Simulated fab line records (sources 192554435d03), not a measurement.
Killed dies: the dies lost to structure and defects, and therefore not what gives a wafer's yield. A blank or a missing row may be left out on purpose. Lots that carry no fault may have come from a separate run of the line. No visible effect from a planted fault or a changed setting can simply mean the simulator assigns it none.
fab line records	flow n5Finfet
record lots=8	wafers=24	lastDay=17
route steps=1938 shown HKMG_FIN@401 BEOL_M4@1111 PASSIVATION@1936
lots with no fault: from the same line, run without faults
startH: hours from the record's opening day to when the first of the lot's shown wafers began	waitH: hours from the lot's prior step to this one	" the same as in the row above	L1.1+2: one row covering several wafers at once	- either no value or no given start	* or withheld: withheld	< > ~ a bound
route shown NAME@n: names a module that has steps shown in the file, with the first one's number in the route	usual: the fault-free wafers' mean and standard deviation	same: alike in all rows	chamber/n: place in a boat	sites: readings site by site	_std_site: the standard deviation of these	_edge_site: outer sites' mean less inner sites'	radiusMm: for every site, how far away it sits from the centre of the wafer	mask NAME#n: copy n	behind: tool/chamber where the wafer was last shaped	hold: the reason the lot was held/the length of the hold in hours/how it ended	device: whichever transistor did not switch (one of n, p or np)	end of line: the tests these same wafers got at the end of their route	for a step that has no rows: nothing shown but its recipe	killed: dies lost to structure and defects at the first sort, not the wafer's yield	map: the dies of a wafer, with x for killed, . for not killed, _ for no die there
set.NAME: the setting as run; set.NAME@STEP: as run at that earlier step	model.NAME: the simulator's own value behind a step, which no gauge read
steps of the route over a sample of lots; a table a step, a row a wafer
services: a tool's chamber out of use, with start hour (startH, from the record's first day; less than 0 if before it), hours out, and reason
## steps
# step N5_HKMG_FIN_DESCUM_53
# recipe chemistry=O2	timeS=7.9	sourcePowerW=50	biasPowerW=20	pressureMtorr=20	rfFrequencyHz=2.712e+07	tempC=40	resist=CAR-ArF	o2FlowSccm=225
# usual drypumpMotorCurrentA=5.4/0.38	oesProductAu=0.79/0.093	rfVppV=243.1/1.5	showerheadPlenumPTorr=2.08/0.084	throttleValvePct=20.33/0.14
lot.wafer	tool	chamber	startH	waitH	drypumpMotorCurrentA	oesProductAu	rfHoursCounterH	rfVppV	showerheadPlenumPTorr	throttleValvePct
L271.1	rieDiel-04	1	75.22	0.8	5.3	0.73	182	245.7	2.16	20.49
L271.2	"	3	"	"	5.6	0.72	158	241.5	1.98	20.23
L271.3	"	2	"	"	4.8	0.97	6	243.3	2.06	20.30
L277.1	rieDiel-05	3	111.54	0.6	5.8	0.70	248	240.7	1.95	20.53
L277.4	"	0	"	"	4.9	0.82	56	243.9	2.12	19.97
L277.6	"	0	"	"	5.0	0.83	-	243.1	2.12	19.97
L278.1	rieDiel-05	1	119.61	0.0	5.6	0.76	168	240.8	1.98	20.34
L278.2	"	2	"	"	5.9	0.74	174	244.6	2.19	20.38
L278.5	"	0	"	"	4.9	0.83	-	244.5	2.12	20.00
L281.1	rieDiel-05	2	142.28	0.0	5.9	0.72	183	245.5	2.18	20.41
L281.5	"	0	"	"	5.0	0.81	-	243.0	2.12	20.01
L281.6	"	1	"	"	5.5	0.76	-	242.3	1.98	20.36
L285.2	rieDiel-04	2	157.75	0.1	4.8	0.90	33	243.4	2.05	20.37
L285.5	"	2	"	"	4.8	0.89	-	243.7	2.05	20.36
L285.6	"	3	"	"	5.6	0.70	-	241.5	1.98	20.27
L287.2	rieDiel-04	3	165.97	0.0	5.6	0.71	188	241.6	1.97	20.27
L287.3	"	0	"	"	5.9	0.70	191	242.2	1.97	20.50
L287.4	"	0	"	"	5.9	0.71	-	241.5	1.97	20.49
L292.2	rieDiel-04	3	197.00	0.3	5.6	0.69	200	241.8	1.97	20.30
L292.4	"	2	"	"	4.8	0.88	48	243.0	2.05	20.38
L292.5	"	1	"	"	5.3	0.71	-	243.7	2.15	20.57
L293.1	rieDiel-02	1	200.96	0.2	5.0	0.86	39	243.4	2.15	20.27
L293.2	"	2	"	"	5.9	0.71	205	245.1	2.15	20.47
L293.4	"	0	"	"	5.6	0.71	206	240.7	1.98	20.42
# step N5_HKMG_FIN_STRIP_60
# recipe chemistry=N2/H2	powerW=2500	tempC=300	h2Frac=0.65	timeS=360	pressureMtorr=withheld	n2FlowSccm=1750	h2FlowSccm=3250
# usual drypumpMotorCurrentA=5.75/0.25	heaterPowerW=478/42
lot.wafer	tool	chamber	startH	waitH	drypumpMotorCurrentA	heaterPowerW	rfHoursCounterH
L271.1	plasmaAsher-01	0	76.10	0.0	5.92	521	86
L271.2	"	1	"	"	5.26	543	86
L271.3	"	1	"	"	5.26	536	-
L277.1	plasmaAsher-02	0	112.42	0.0	5.83	449	45
L277.4	"	1	"	"	5.92	427	-
L277.6	"	1	"	"	5.94	439	-
L278.1	plasmaAsher-01	1	120.49	0.0	5.23	541	96
L278.2	"	0	"	"	5.91	508	96
L278.5	"	1	"	"	5.25	534	-
L281.1	plasmaAsher-01	0	143.16	0.0	5.88	506	99
L281.5	"	1	"	"	5.29	548	-
L281.6	"	0	"	"	5.89	513	-
L285.2	plasmaAsher-02	1	158.63	0.0	5.91	433	55
L285.5	"	1	"	"	5.89	454	-
L285.6	"	0	"	"	5.86	450	-
L287.2	plasmaAsher-01	0	166.85	0.0	5.90	507	104
L287.3	"	1	"	"	5.30	540	-
L287.4	"	0	"	"	5.91	506	-
L292.2	plasmaAsher-01	1	197.87	0.0	5.24	541	111
L292.4	"	1	"	"	5.28	536	-
L292.5	"	0	"	"	5.90	500	-
L293.1	plasmaAsher-01	0	201.84	0.0	5.90	514	112
L293.2	"	1	"	"	5.26	545	112
L293.4	"	0	"	"	5.89	501	-
# step N5_HKMG_FIN_ETCH_31
# recipe chemistry=CF4	target=SiARC	targetDepthA=455	maskMaterial=CAR-ArF	timeS=75.8	ionEnergyEv=80	pressureMtorr=40	sourceW=545	biasW=36	Ar_flow_sccm=100	cf4FlowSccm=100	ends=cleared
# usual biasW=35.99/0.11	drypumpMotorCurrentA=5.5/0.38	etchRfOnTimeS=76.5/1.3	oesProductAu=0.67/0.071	rfFwdPowerW=540.2/2.3	rfVppV=184.0/1.3	showerheadPlenumPTorr=2.14/0.078	throttleValvePct=15.58/0.2
lot.wafer	tool	chamber	startH	waitH	biasW	drypumpMotorCurrentA	etchRfOnTimeS	oesProductAu	rfFwdPowerW	rfHoursCounterH	rfVppV	showerheadPlenumPTorr	throttleValvePct
L271.1	rieDiel-04	1	78.64	0.0	36.04	5.3	75.8	0.63	543.8	184	185.3	2.22	15.81
L271.2	"	3	"	"	36.11	5.6	78.0	0.61	543.0	159	182.5	2.05	15.60
L271.3	"	0	"	"	36.00	5.9	77.6	0.61	539.8	161	184.1	2.06	15.75
L277.1	rieDiel-04	0	114.82	0.0	35.97	5.8	77.3	0.61	540.1	173	183.7	2.06	15.77
L277.4	"	1	"	"	36.02	5.3	76.4	0.62	539.9	196	184.6	2.22	15.82
L277.6	"	3	"	"	35.94	5.6	78.3	0.60	542.8	-	183.7	2.05	15.63
L278.1	rieDiel-04	0	122.89	0.0	35.79	5.8	75.8	0.62	539.8	176	184.0	2.05	15.78
L278.2	"	2	"	"	36.19	4.8	75.1	0.78	534.3	20	183.7	2.10	15.43
L278.5	"	2	"	"	36.22	4.8	75.3	0.79	532.5	-	183.1	2.10	15.43
L281.1	rieDiel-04	2	146.14	0.0	35.85	4.8	76.5	0.77	536.0	29	182.6	2.10	15.43
L281.5	"	3	"	"	36.04	5.7	77.7	0.61	543.3	-	184.9	2.04	15.64
L281.6	"	2	"	"	35.88	4.8	75.8	0.76	534.4	-	183.0	2.10	15.43
L285.2	rieDiel-05	2	161.28	0.0	35.76	5.9	75.4	0.62	538.9	191	186.0	2.22	15.60
L285.5	"	0	"	"	35.93	4.9	75.9	0.68	539.6	-	184.5	2.17	15.26
L285.6	"	1	"	"	36.02	5.5	77.5	0.63	541.8	-	182.7	2.06	15.76
L287.2	rieDiel-05	0	169.62	0.0	35.78	5.0	75.4	0.69	542.0	77	183.4	2.17	15.26
L287.3	"	3	"	"	36.01	5.7	78.5	0.76	542.1	14	185.4	2.27	15.39
L287.4	"	2	"	"	36.09	5.9	76.3	0.61	538.4	193	183.8	2.22	15.59
L292.2	rieDiel-02	2	200.33	0.0	35.95	5.9	74.0	0.62	541.8	204	185.0	2.21	15.83
L292.4	"	0	"	"	35.92	5.7	76.9	0.60	541.8	206	183.3	2.04	15.67
L292.5	"	0	"	"	35.96	5.7	76.6	0.60	542.6	-	183.3	2.04	15.68
L293.1	rieDiel-02	1	204.38	0.0	35.81	5.0	77.4	0.72	543.5	40	183.2	2.19	15.35
L293.2	"	3	"	"	36.04	5.4	77.6	0.75	538.0	44	183.0	2.19	15.54
L293.4	"	0	"	"	36.05	5.6	78.9	0.59	542.5	207	181.9	2.04	15.68
# step N5_HKMG_FIN_ETCH_35
# recipe chemistry=N2/H2	target=SOC	targetDepthA=2158	ionEnergyEv=65	biasW=5	sourceW=3000	timeS=243.4	pressureMtorr=30	n2FlowSccm=200	h2FlowSccm=200
# usual biasW=5.001/0.014	drypumpMotorCurrentA=5.5/0.37	oesProductAu=0.78/0.083	rfFwdPowerW=2991/8.9	rfVppV=141.5/1.1	showerheadPlenumPTorr=2.54/0.096	throttleValvePct=17.80/0.24
lot.wafer	tool	chamber	startH	waitH	biasW	drypumpMotorCurrentA	oesProductAu	rfFwdPowerW	rfHoursCounterH	rfVppV	showerheadPlenumPTorr	throttleValvePct
L271.1	rieDiel-04	1	78.91	0.0	4.996	5.3	0.72	2985	185	142.5	2.62	17.92
L271.2	"	3	"	"	4.985	5.7	0.72	2989	159	140.3	2.43	17.80
L271.3	"	0	"	"	5.007	5.9	0.73	2992	161	140.3	2.44	17.97
L277.1	rieDiel-04	0	115.08	0.0	5.012	5.9	0.71	2980	173	141.9	2.43	17.99
L277.4	"	1	"	"	5.021	5.3	0.72	3004	196	141.4	2.61	17.93
L277.6	"	3	"	"	4.986	5.6	0.71	2998	-	140.9	2.43	17.81
L278.1	rieDiel-04	0	123.16	0.0	5.000	5.9	0.71	2985	176	140.6	2.43	18.00
L278.2	"	2	"	"	4.991	4.8	0.92	2980	21	142.3	2.48	17.58
L278.5	"	2	"	"	5.003	4.8	0.92	2977	-	141.1	2.48	17.55
L281.1	rieDiel-04	2	146.41	0.0	4.963	4.8	0.90	2996	29	142.5	2.48	17.58
L281.5	"	3	"	"	4.990	5.6	0.61	2295	-	155.8	2.43	17.81
L281.6	"	2	"	"	4.984	4.8	0.89	2991	-	141.8	2.48	17.57
L285.2	rieDiel-05	2	161.54	0.0	4.994	5.9	0.72	2991	191	141.4	2.64	17.87
L285.5	"	0	"	"	4.991	5.0	0.81	2973	-	141.0	2.58	17.44
L285.6	"	1	"	"	5.025	5.5	0.73	2993	-	141.3	2.43	18.02
L287.2	rieDiel-05	0	169.89	0.0	4.996	4.9	0.81	2991	77	141.6	2.58	17.45
L287.3	"	3	"	"	4.982	5.7	0.89	2996	14	143.0	2.71	17.68
L287.4	"	2	"	"	4.984	5.9	0.71	2994	194	142.8	2.64	17.88
L292.2	rieDiel-02	2	200.60	0.0	4.997	5.9	0.72	3000	204	141.8	2.64	18.05
L292.4	"	0	"	"	4.979	5.7	0.71	2983	206	140.1	2.44	18.13
L292.5	"	0	"	"	4.997	5.7	0.70	2995	-	140.3	2.44	18.13
L293.1	rieDiel-02	1	204.65	0.0	4.992	5.0	0.86	3001	40	141.4	2.58	17.50
L293.2	"	3	"	"	5.008	5.4	0.88	2991	44	141.6	2.57	17.62
L293.4	"	0	"	"	5.002	5.7	0.70	2997	208	138.7	2.43	18.14
# step N5_BEOL_M4_RC_MEAS_101
# usual DIBL_N=36.9/1.7	DIBL_P=36.7/2.1	IOFF_N=0.17/0.032	IOFF_P=0.22/0.036	ION_N=674/12	ION_P=461/7	SS_N=71.7/0.6	SS_P=73.4/0.67	VT_N=249/3.1	VT_P=-250/3.2
lot.wafer	tool	chamber	startH	waitH	DIBL_N[mV/V]	DIBL_P[mV/V]	IOFF_N[nA/um]	IOFF_P[nA/um]	ION_N[uA/um]	ION_P[uA/um]	SS_N[mV/dec]	SS_P[mV/dec]	VT_N[mV]	VT_P[mV]
L271.1	prober-01	0	169.52	0.0	35.5	35.5	0.14	0.18	657	448	71.7	72.8	253	-254
L271.2	"	0	"	"	36.4	36.6	0.15	0.20	674	464	71.3	73.2	254	-251
L271.3	"	0	"	"	35.7	34.9	0.14	0.18	666	456	70.9	73.1	250	-251
L277.1	prober-01	0	196.96	0.0	38.8	41.7	0.23	0.27	694	468	72.2	74.3	245	-251
L277.4	"	0	"	"	36.9	38.2	0.18	0.21	676	452	71.8	73.9	250	-252
L277.6	"	0	"	"	37.5	38.4	0.19	0.21	683	456	71.6	74.3	248	-254
L278.1	prober-01	0	200.16	0.0	36.3	36.9	0.17	0.23	685	471	71.0	73.6	245	-246
L278.2	"	0	"	"	35.7	35.5	0.14	0.21	662	460	71.5	73.7	250	-250
L278.5	"	0	"	"	37.0	37.6	0.17	0.25	676	467	71.1	72.9	248	-246
L281.1	prober-01	0	248.61	0.0	38.3	37.3	0.18	0.23	684	461	72.0	73.8	250	-252
L281.5	"	0	"	"	40.4	39.3	0.24	0.27	692	472	72.4	74.3	246	-249
L281.6	"	0	"	"	38.5	36.5	0.20	0.22	680	458	72.6	74.3	248	-250
L285.2	prober-01	0	249.86	0.2	38.3	38.9	0.21	0.27	691	467	71.7	74.6	247	-247
L285.5	"	0	"	"	38.2	39.0	0.21	0.26	691	470	71.4	74.2	246	-248
L285.6	"	0	"	"	35.9	36.5	0.16	0.21	681	467	71.6	72.9	251	-250
L287.2	prober-01	0	253.01	0.2	36.7	36.8	0.14	0.19	664	454	71.6	73.0	251	-253
L287.3	"	0	"	"	37.6	36.9	0.18	0.19	671	455	72.4	72.8	248	-251
L287.4	"	0	"	"	36.9	36.5	0.15	0.18	660	456	71.9	72.7	252	-252
L292.2	prober-02	0	293.19	0.2	35.5	34.9	0.14	0.19	673	462	72.0	73.8	254	-250
L292.4	"	0	"	"	32.0	30.8	0.10	0.14	651	452	69.8	72.5	255	-255
L292.5	"	0	"	"	35.6	34.9	0.14	0.20	667	462	71.3	73.7	255	-251
L293.1	prober-02	0	295.20	0.0	37.5	38.7	0.20	0.28	681	473	72.4	74.4	244	-247
L293.2	"	0	"	"	38.9	40.3	0.23	0.30	696	471	72.0	74.2	245	-243
L293.4	"	0	"	"	35.0	35.1	0.14	0.22	660	468	71.2	73.2	251	-249
# step N5_PASSIVATION_PROBE_49
# usual defectLimitedYield=91.7/1.5	killed_at_M0_to_M3=32/9.6	killed_at_M4_up=13/5.3	killedAtContacts=12/6.8	killedAtFrontEnd=36/9.8	killedAtOther=4/3.1	killedDies=98/17	killedOnRim=13/4	killedOpen=65/13	killedShort=32/8.5	sort_bin_5_function=4.9/0.93	sort_bin_6_memory=3.2/0.67	sortNPass=1082/17	sortYieldPct=91.7/1.4
# same grossDies=1180	killedAtBackSide=0	sort_bin_4_leakage[%]=0	sort_bin_8_speed[%]=0
lot.wafer	tool	chamber	startH	waitH	defectLimitedYield[%]	killed_at_M0_to_M3	killed_at_M4_up	killedAtContacts	killedAtFrontEnd	killedAtOther	killedDies	killedOnRim	killedOpen	killedShort	sort_bin_5_function[%]	sort_bin_6_memory[%]	sortNPass	sortYieldPct[%]
L278.1	prober-02	-	306.07	0.0	90.9	33	16	8	48	2	107	16	73	32	5.2	3.5	1073	90.9
L278.2	prober-02	-	306.12	0.1	91.5	28	15	14	43	0	100	13	69	28	4.7	3.6	1080	91.5
L278.5	prober-02	-	306.27	0.2	93.3	20	11	8	36	4	79	10	57	20	3.6	3.0	1101	93.3
L277.1	prober-01	-	306.38	0.0	91.1	17	15	13	45	15	105	14	68	35	5.7	3.0	1075	91.1
L277.4	prober-01	-	306.53	0.2	90.0	44	11	16	41	6	118	12	81	37	5.6	3.8	1062	90.0
L277.6	prober-01	-	306.63	0.3	92.2	20	19	14	35	4	92	12	57	35	4.2	3.2	1088	92.2
L285.2	prober-01	-	346.18	0.1	91.6	30	18	8	37	6	99	9	63	33	5.3	2.8	1081	91.6
L285.5	prober-01	-	346.33	0.2	93.0	22	19	5	34	3	83	10	53	30	3.6	2.9	1097	93.0
L285.6	prober-01	-	346.38	0.3	92.5	25	10	11	34	8	88	8	52	35	4.3	2.9	1092	92.5
L281.1	prober-02	-	359.15	0.0	92.2	36	6	6	38	6	92	13	52	38	3.7	3.6	1088	92.2
L281.5	prober-02	-	359.35	0.2	91.8	32	16	14	33	2	97	18	58	39	4.8	3.1	1083	91.8
L281.6	prober-02	-	359.40	0.3	90.7	31	17	15	40	7	110	16	68	36	5.3	3.3	1070	90.7
L287.2	prober-01	-	362.13	0.1	91.8	33	16	21	25	2	97	14	61	34	4.3	3.6	1083	91.8
L287.3	prober-01	-	362.18	0.1	92.5	29	15	22	22	1	89	13	58	30	4.1	3.5	1091	92.5
L287.4	prober-01	-	362.23	0.2	92.8	21	10	16	36	2	85	11	67	13	4.1	2.5	1095	92.8
# killed by level:class
L278.1 STI_FIN_REVEAL:geometricParticle:open=13 BEOL_M0_SAQP:geometricParticle:open=13 FIN_SAQP:geometricParticle:open=12 MOL_CONTACT_COAG:geometricParticle:open=8 BEOL_M0_SAQP:geometricParticle:short=7 BEOL_M1:geometricParticle:open=5 FIN_SAQP:geometricParticle:short=4 GATE_CUT:geometricParticle:short=4
L278.2 STI_FIN_REVEAL:geometricParticle:open=13 MOL_CONTACT_COAG:geometricParticle:open=12 FIN_SAQP:geometricParticle:short=8 BEOL_M1:geometricParticle:open=8 BEOL_M0_SAQP:geometricParticle:open=6 FIN_SAQP:geometricParticle:open=5 BEOL_M0_SAQP:geometricParticle:short=5 BEOL_M2:geometricParticle:open=5
L278.5 STI_FIN_REVEAL:geometricParticle:open=15 GATE_CUT:geometricParticle:short=7 MOL_CONTACT_COAG:geometricParticle:open=7 BEOL_M2:geometricParticle:open=6 DUMMY_GATE:geometricParticle:open=4 BEOL_M0_SAQP:geometricParticle:open=4 BEOL_M3:geometricParticle:open=4 FIN_SAQP:geometricParticle:open=3
L277.1 FIN_SAQP:geometricParticle:open=13 FIN_SAQP:geometricParticle:short=9 MOL_CONTACT_COAG:geometricParticle:open=9 STI_FIN_REVEAL:geometricParticle:open=8 BEOL_M3:geometricParticle:open=8 GATE_CUT:geometricParticle:short=4 MOL_CONTACT_COAG:geometricParticle:short=4 BEOL_M0_SAQP:geometricParticle:short=4
L277.4 MOL_CONTACT_COAG:geometricParticle:open=14 BEOL_M0_SAQP:geometricParticle:short=12 BEOL_M0_SAQP:geometricParticle:open=10 STI_FIN_REVEAL:geometricParticle:open=10 DUMMY_GATE:geometricParticle:open=8 BEOL_M3:geometricParticle:open=8 BEOL_M1:geometricParticle:open=6 STARTING-WAFER:geometricParticle:short=6
L277.6 STI_FIN_REVEAL:geometricParticle:open=11 MOL_CONTACT_COAG:geometricParticle:open=11 BEOL_M4:geometricParticle:open=9 FIN_SAQP:geometricParticle:short=8 BEOL_M3:geometricParticle:open=5 FIN_SAQP:geometricParticle:open=4 BEOL_M4:geometricParticle:short=4 DUMMY_GATE:geometricParticle:open=3
L285.2 STI_FIN_REVEAL:geometricParticle:open=18 BEOL_M0_SAQP:geometricParticle:short=12 FIN_SAQP:geometricParticle:short=8 MOL_CONTACT_COAG:geometricParticle:open=6 BEOL_M0_SAQP:geometricParticle:open=5 BEOL_M2:geometricParticle:open=5 FIN_SAQP:geometricParticle:open=4 BEOL_M3:geometricParticle:open=4
L285.5 STI_FIN_REVEAL:geometricParticle:open=10 BEOL_M4:geometricParticle:open=8 FIN_SAQP:geometricParticle:short=6 BEOL_M1:geometricParticle:open=6 BEOL_M2:geometricParticle:open=6 MOL_CONTACT_COAG:geometricParticle:open=5 FIN_SAQP:geometricParticle:open=4 BEOL_M0_SAQP:geometricParticle:short=4
L285.6 MOL_CONTACT_COAG:geometricParticle:open=8 FIN_SAQP:geometricParticle:open=7 BEOL_M0_SAQP:geometricParticle:open=7 BEOL_M1:geometricParticle:short=6 FIN_SAQP:geometricParticle:short=5 STI_FIN_REVEAL:geometricParticle:open=5 BEOL_M0_SAQP:geometricParticle:short=5 STARTING-WAFER:geometricParticle:open=4
L281.1 BEOL_M0_SAQP:geometricParticle:open=13 FIN_SAQP:geometricParticle:short=9 BEOL_M0_SAQP:geometricParticle:short=9 FIN_SAQP:geometricParticle:open=7 STI_FIN_REVEAL:geometricParticle:open=7 GATE_CUT:geometricParticle:short=7 MOL_CONTACT_COAG:geometricParticle:open=6 BEOL_M0:geometricParticle:open=4
L281.5 MOL_CONTACT_COAG:geometricParticle:open=10 BEOL_M0_SAQP:geometricParticle:short=7 BEOL_M4:geometricParticle:open=7 FIN_SAQP:geometricParticle:short=6 BEOL_M0:geometricParticle:open=6 GATE_CUT:geometricParticle:open=6 FIN_SAQP:geometricParticle:open=5 BEOL_M0_SAQP:geometricParticle:open=5
L281.6 MOL_CONTACT_COAG:geometricParticle:open=13 BEOL_M2:geometricParticle:open=10 BEOL_M4:geometricParticle:open=10 GATE_CUT:geometricParticle:short=8 GATE_CUT:geometricParticle:open=7 HKMG_FIN:areaEtch=6 BEOL_M0:geometricParticle:open=5 BEOL_M0_SAQP:geometricParticle:short=4
L287.2 MOL_CONTACT_COAG:geometricParticle:open=13 BEOL_M0_SAQP:geometricParticle:short=10 BEOL_M4:geometricParticle:open=9 MOL_CONTACT_COAG:geometricParticle:short=8 BEOL_M0_SAQP:geometricParticle:open=8 BEOL_M3:geometricParticle:open=7 STI_FIN_REVEAL:geometricParticle:open=5 GATE_CUT:geometricParticle:short=4
L287.3 MOL_CONTACT_COAG:geometricParticle:open=18 BEOL_M0_SAQP:geometricParticle:short=8 BEOL_M0_SAQP:geometricParticle:open=7 STI_FIN_REVEAL:geometricParticle:open=5 BEOL_M3:geometricParticle:open=5 MOL_CONTACT_COAG:geometricParticle:short=4 FIN_SAQP:geometricParticle:short=3 GATE_CUT:geometricParticle:open=3
L287.4 MOL_CONTACT_COAG:geometricParticle:open=13 BEOL_M3:geometricParticle:open=13 FIN_SAQP:geometricParticle:open=10 BEOL_M4:geometricParticle:open=6 DUMMY_GATE:geometricParticle:open=5 HKMG_FIN:areaEtch=5 STI_FIN_REVEAL:geometricParticle:open=4 FIN_SAQP:geometricParticle:short=3
## services
tool	chamber	startH	hours	kind
rieDiel-02	1	54.22	-	clean
rieDiel-02	1	54.22	-	consumableReplace:focusRing
rieDiel-02	1	54.22	14.8	scheduledDown
rieDiel-02	1	54.22	14.8	ventCycle
rieDiel-02	-	63.38	14.6	pm
plasmaAsher-02	-	95.13	2.8	pm
rieDiel-04	-	99.96	4.3	pm
rieDiel-02	-	110.97	2.8	pm
rieDiel-05	0	113.45	3.9	repair
rieDiel-05	-	116.55	0.5	repair
rieDiel-05	3	117.37	-	clean
rieDiel-05	3	117.37	-	consumableReplace:focusRing
rieDiel-05	3	117.37	-	consumableReplace:showerhead
rieDiel-05	3	117.37	14.9	scheduledDown
rieDiel-05	3	117.37	14.9	ventCycle
rieDiel-04	3	144.48	1.3	repair
plasmaAsher-01	-	152.33	4.6	repair
rieDiel-04	1	165.57	6.6	repair
rieDiel-02	1	169.13	2.1	repair
## key
firstSign step=N5_HKMG_FIN_ETCH_35	reading=rfFwdPowerW	direction=down	sigmas=78	usual=*	struck=*
effect step=N5_HKMG_FIN_ETCH_35	reading=rfVppV	direction=up	sigmas=13	usual=141.5	struck=155.8
metAt N5_HKMG_FIN_ETCH_35
struckLots L281
struckWafers L281.5
notActingAt N5_HKMG_FIN_DESCUM_53,N5_HKMG_FIN_STRIP_60,N5_HKMG_FIN_ETCH_31
onsetBetween 115.08 146.41
fault kind=processParameterDrift	tool=rieDiel-04	chamber=3	onsetH=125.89	steps=N5_HKMG_FIN_ETCH_35	channel=sourceW	offset=-720	shape=step	actsIn=theseRecipesOnly	stated=3000
